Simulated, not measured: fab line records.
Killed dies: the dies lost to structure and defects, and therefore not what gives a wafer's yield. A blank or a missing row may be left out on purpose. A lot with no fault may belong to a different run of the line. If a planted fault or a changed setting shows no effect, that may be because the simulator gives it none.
fab line records	flow n5_finfet	part 2 of 2: steps 5 to 6 of 6
record: lots: 19	wafers: 57	last_day: 18
route steps=1938 shown HKMG_FIN@433 GATE_CUT@492
lots that met no fault: from a run of the same line without faults
start_h: hours from the record's opening day to when the first of the lot's shown wafers began	wait_h: hours from the lot's prior step to this one	" identical to the entry in the row above	L1.1+2: a row that stands for several wafers	- no value present, or no start provided	* or withheld: withheld	< > ~ a bound
route shown NAME@n: names a module that has steps shown in the file, with the first one's number in the route	usual: mean/standard deviation of fault-free wafers	same: alike in all rows	chamber/n: place in a boat	sites: each site's reading	_std_site: how widely they spread, as a standard deviation	_edge_site: the outer-site mean with the inner-site mean subtracted	radius_mm: how far each site lies from the wafer's centre	mask NAME#n: copy n	behind: the most recent tool/chamber to have shaped the wafer	hold: reason for holding the lot/hours on hold/outcome of the hold	device: the transistor (n, p or np) that didn't switch	end of line: at the end of the route, the tests of the same wafers	a step given without rows: its recipe and nothing more	killed: count of dies lost to structure and defects at first sort (not the wafer's yield)	map: per-die view of a wafer (x killed, . not killed, _ where there is no die)
set.NAME: the setting that was run; set.NAME@STEP: the one run at that earlier step	model.NAME: the simulator's own value behind a step, which no gauge read
the route's steps for a sample of lots (tables are steps, rows are wafers)
services: from which hour (start_h, from the record's first day; less than 0 if before it) a tool's chamber was out of use, for how many hours, and why
== steps ==
step: N5_GATE_CUT_ETCH_19
recipe: chemistry: CH3F/O2	target: SiNx	mask_material: SiO2	target_depth_a: 537	time_s: 76.7	pressure_mtorr: 30	source_w: 395	bias_w: 73	Ar_flow_sccm: 150	CH3F_flow_sccm: 30	O2_flow_sccm: 20	ion_energy_ev: 120	ends: cleared
usual: drypump_motor_current_A: 5.9/0.34	etch_rf_on_time_s: 77.6/1.8	oes_f_703_au: 0.80/0.1	oes_product_au: 0.68/0.087	rf_vpp_V: 297/4.8	showerhead_plenum_p_Torr: 1.99/0.073	throttle_valve_pct: 16.37/0.25
lot.wafer	tool	chamber	start_h	wait_h	drypump_motor_current_A	etch_rf_on_time_s	oes_f_703_au	oes_product_au	rf_hours_counter_h	rf_vpp_V	showerhead_plenum_p_Torr	throttle_valve_pct
L076.1	rie_diel-02	3	99.98	0.0	5.9	78.6	0.95	0.81	10	287	2.06	16.25
L076.3	"	1	"	"	5.9	77.7	0.76	0.66	123	302	2.01	16.50
L076.6	"	0	"	"	6.5	77.7	0.71	0.62	-	297	1.90	16.42
L075.2	rie_diel-04	3	103.52	0.0	5.4	75.3	0.92	0.76	29	298	2.05	16.03
L075.4	"	0	"	"	6.3	79.3	0.70	0.60	-	304	1.89	16.64
L075.6	"	3	"	"	5.4	74.2	0.91	0.77	-	297	2.05	16.02
L077.1	rie_diel-06	0	110.53	0.0	5.9	74.4	0.97	0.81	8	297	2.06	15.99
L077.3	"	2	"	"	5.9	78.8	0.74	0.65	112	297	2.09	16.02
L077.6	"	2	"	"	5.9	79.2	0.75	0.65	-	299	2.09	16.03
L078.3	rie_diel-06	2	113.89	0.0	5.9	78.9	0.75	0.65	114	298	2.09	16.01
L078.4	"	0	"	"	5.9	74.4	0.98	0.81	10	299	2.06	15.96
L078.5	"	2	"	"	5.9	78.7	0.74	0.65	-	299	2.09	16.02
L074.1	rie_diel-06	1	116.49	0.0	5.9	77.1	0.70	0.60	231	297	1.89	16.53
L074.5	"	0	"	"	5.9	74.1	0.97	0.82	-	297	2.06	15.97
L074.6	"	1	"	"	5.9	76.4	0.70	0.60	-	298	1.89	16.52
L079.3	rie_diel-04	0	117.42	0.0	6.3	79.8	0.69	0.59	231	304	1.89	16.67
L079.4	"	3	"	"	5.4	74.5	0.91	0.76	-	297	2.05	16.03
L079.6	"	1	"	"	5.8	78.3	0.71	0.58	-	291	1.99	16.60
L080.1	rie_diel-04	0	121.84	0.0	6.3	79.5	0.70	0.59	232	302	1.89	16.67
L080.3	"	3	"	"	5.4	74.2	0.90	0.77	37	298	2.05	16.04
L080.6	"	3	"	"	5.4	74.4	0.90	0.76	-	296	2.05	16.03
L082.1	rie_diel-02	3	133.05	0.0	5.9	79.5	0.93	0.78	20	288	2.06	16.24
L082.2	"	0	"	"	6.5	78.8	0.71	0.61	207	299	1.90	16.46
L082.4	"	1	"	"	5.9	78.5	0.75	0.65	133	301	2.00	16.52
L083.1	rie_diel-06	3	138.93	0.0	5.9	77.7	0.84	0.73	56	302	1.95	16.59
L083.2	"	2	"	"	6.0	79.3	0.74	0.64	121	298	2.09	16.05
L083.4	"	1	"	"	5.9	77.6	0.70	0.59	239	298	1.88	16.54
L084.1	rie_diel-04	3	141.23	0.0	5.4	75.3	0.89	0.74	46	297	2.05	16.05
L084.2	"	0	"	"	6.3	81.0	0.69	0.57	241	303	1.89	16.69
L084.6	"	1	"	"	5.8	78.8	0.70	0.58	-	291	1.99	16.63
L085.2	rie_diel-02	2	152.51	0.0	5.2	78.6	0.90	0.79	16	300	2.05	16.24
L085.3	"	0	"	"	6.5	78.3	0.70	0.61	212	298	1.90	16.46
L085.6	"	0	"	"	6.5	78.6	0.71	0.61	-	298	1.90	16.48
L086.1	rie_diel-02	1	165.32	0.0	5.9	78.4	0.75	0.64	144	301	2.00	16.55
L086.3	"	3	"	"	5.9	78.4	0.92	0.78	30	288	2.06	16.28
L086.6	"	1	"	"	5.9	78.5	0.74	0.63	-	300	2.00	16.54
L087.1	rie_diel-04	3	169.13	0.0	5.4	74.0	0.88	0.74	55	297	2.04	16.08
L087.3	"	1	"	"	5.8	78.5	0.70	0.57	238	289	1.98	16.64
L087.6	"	3	"	"	5.5	74.0	0.88	0.74	-	296	2.05	16.05
L090.1	rie_diel-04	1	177.34	0.0	5.8	78.6	0.69	0.58	242	291	1.98	16.63
L090.4	"	1	"	"	5.7	78.0	0.70	0.57	-	290	1.98	16.65
L090.5	"	0	"	"	6.4	80.5	0.68	0.57	-	303	1.88	16.71
L089.2	rie_diel-02	2	179.36	0.0	5.2	77.2	0.89	0.79	23	302	2.05	16.25
L089.3	"	1	"	"	5.9	77.3	0.74	0.64	149	301	2.00	16.55
L089.4	"	3	"	"	5.9	77.7	0.91	0.76	35	288	2.05	16.27
L092.3	rie_diel-04	3	192.86	0.0	5.4	74.3	0.86	0.72	65	297	2.04	16.09
L092.4	"	3	"	"	5.4	74.2	0.87	0.73	-	296	2.04	16.09
L092.6	"	0	"	"	6.3	79.6	0.68	0.58	-	302	1.88	16.71
L094.1	rie_diel-06	1	205.07	0.0	5.9	76.4	1.01	0.87	1	302	2.13	16.11
L094.2	"	3	"	"	5.9	77.6	0.82	0.71	77	299	1.95	16.64
L094.5	"	2	"	"	6.0	79.3	0.73	0.62	-	299	2.08	16.07
L095.2	rie_diel-02	2	212.44	0.0	5.3	78.9	0.87	0.75	34	301	2.04	16.29
L095.3	"	1	"	"	5.9	78.4	0.73	0.63	158	300	2.00	16.56
L095.4	"	0	"	"	6.5	79.3	0.69	0.60	234	298	1.89	16.52
L097.2	rie_diel-06	2	225.40	0.0	5.9	78.6	0.71	0.62	148	299	2.08	16.10
L097.4	"	1	"	"	5.9	76.2	0.99	0.83	8	303	2.13	16.12
L097.5	"	1	"	"	5.9	76.8	0.99	0.84	-	303	2.12	16.10
step: N5_GATE_CUT_VAPOR_ETCH_48
recipe: chemistry: BCl3/Cl2	target: TiN	mode: isotropic
usual: drypump_motor_current_A: 5.9/0.49	oes_product_au: 0.77/0.12
lot.wafer	tool	chamber	start_h	wait_h	drypump_motor_current_A	oes_product_au
L076.1	rie_metal-02	1	100.27	0.0	4.9	0.74
L076.3	"	1	"	"	5.0	0.74
L076.6	"	1	"	"	4.9	0.75
L075.2	rie_metal-01	0	103.81	0.0	6.0	0.60
L075.4	"	0	"	"	6.1	0.60
L075.6	"	1	"	"	5.8	0.87
L077.1	rie_metal-01	1	110.82	0.0	5.8	0.86
L077.3	"	1	"	"	5.8	0.87
L077.6	"	0	"	"	6.0	0.60
L078.3	rie_metal-02	0	114.18	0.0	5.6	0.65
L078.4	"	1	"	"	5.0	0.74
L078.5	"	0	"	"	5.6	0.65
L074.1	rie_metal-01	0	116.78	0.0	6.1	0.60
L074.5	"	1	"	"	5.9	0.87
L074.6	"	0	"	"	6.1	0.60
L079.3	rie_metal-01	1	117.72	0.0	5.8	0.87
L079.4	"	0	"	"	6.0	0.60
L079.6	"	0	"	"	6.1	0.60
L080.1	rie_metal-02	1	122.13	0.0	5.0	0.75
L080.3	"	0	"	"	5.6	0.65
L080.6	"	1	"	"	5.0	0.74
L082.1	rie_metal-03	0	133.34	0.0	6.4	0.70
L082.2	"	1	"	"	6.4	0.92
L082.4	"	0	"	"	6.5	0.71
L083.1	rie_metal-02	0	139.22	0.0	5.6	0.65
L083.2	"	1	"	"	4.9	0.74
L083.4	"	1	"	"	4.9	0.75
L084.1	rie_metal-03	1	141.52	0.0	6.4	0.92
L084.2	"	0	"	"	6.4	0.72
L084.6	"	1	"	"	6.4	0.92
L085.2	rie_metal-03	1	152.80	0.0	6.4	0.92
L085.3	"	1	"	"	6.4	0.93
L085.6	"	1	"	"	6.4	0.91
L086.1	rie_metal-01	1	165.79	0.1	5.8	0.85
L086.3	"	1	"	"	5.8	0.85
L086.6	"	1	"	"	5.8	0.85
L087.1	rie_metal-01	1	169.42	0.0	5.8	0.85
L087.3	"	1	"	"	5.8	0.85
L087.6	"	0	"	"	6.1	0.99
L090.1	rie_metal-03	0	177.63	0.0	6.5	0.70
L090.4	"	0	"	"	6.4	0.71
L090.5	"	1	"	"	6.4	0.90
L089.2	rie_metal-03	1	179.65	0.0	6.4	0.89
L089.3	"	1	"	"	6.4	0.89
L089.4	"	0	"	"	6.5	0.70
L092.3	rie_metal-01	0	193.35	0.1	6.1	0.93
L092.4	"	0	"	"	6.0	0.92
L092.6	"	0	"	"	6.1	0.93
L094.1	rie_metal-02	1	205.36	0.0	5.0	0.73
L094.2	"	0	"	"	5.6	0.64
L094.5	"	1	"	"	5.0	0.73
L095.2	rie_metal-03	1	212.73	0.0	6.4	0.88
L095.3	"	1	"	"	6.4	0.88
L095.4	"	0	"	"	6.5	0.69
L097.2	rie_metal-02	1	225.69	0.0	5.0	0.72
L097.4	"	0	"	"	5.6	0.63
L097.5	"	1	"	"	5.0	0.72
== services ==
tool	chamber	start_h	hours	kind
rie_diel-01	-	73.72	1.2	repair
rie_diel-02	2	73.95	-	clean
rie_diel-02	2	73.95	-	consumable_replace:focus_ring
rie_diel-02	2	73.95	23.0	scheduled_down
rie_diel-02	2	73.95	23.0	vent_cycle
rie_diel-06	-	75.17	0.9	repair
rie_diel-01	1	77.18	4.7	repair
rie_diel-04	2	96.92	132.0	repair
rie_diel-01	3	100.79	8.7	repair
rie_diel-01	-	135.57	0.8	repair
rie_diel-05	1	148.75	2.2	repair
rie_diel-05	0	152.80	25.5	repair
rie_diel-05	1	160.48	5.4	repair
rie_diel-02	2	161.44	8.3	repair
rie_diel-01	0	168.70	6.0	repair
rie_metal-01	1	173.00	50.6	repair
rie_diel-06	1	180.43	-	clean
rie_diel-06	1	180.43	-	consumable_replace:focus_ring
rie_diel-06	1	180.43	-	consumable_replace:showerhead
rie_diel-02	1	183.49	5.8	repair
rie_diel-02	-	199.34	2.8	pm
rie_diel-03	3	216.77	-	clean
rie_diel-03	3	216.77	-	consumable_replace:focus_ring
rie_diel-03	3	216.77	-	consumable_replace:showerhead
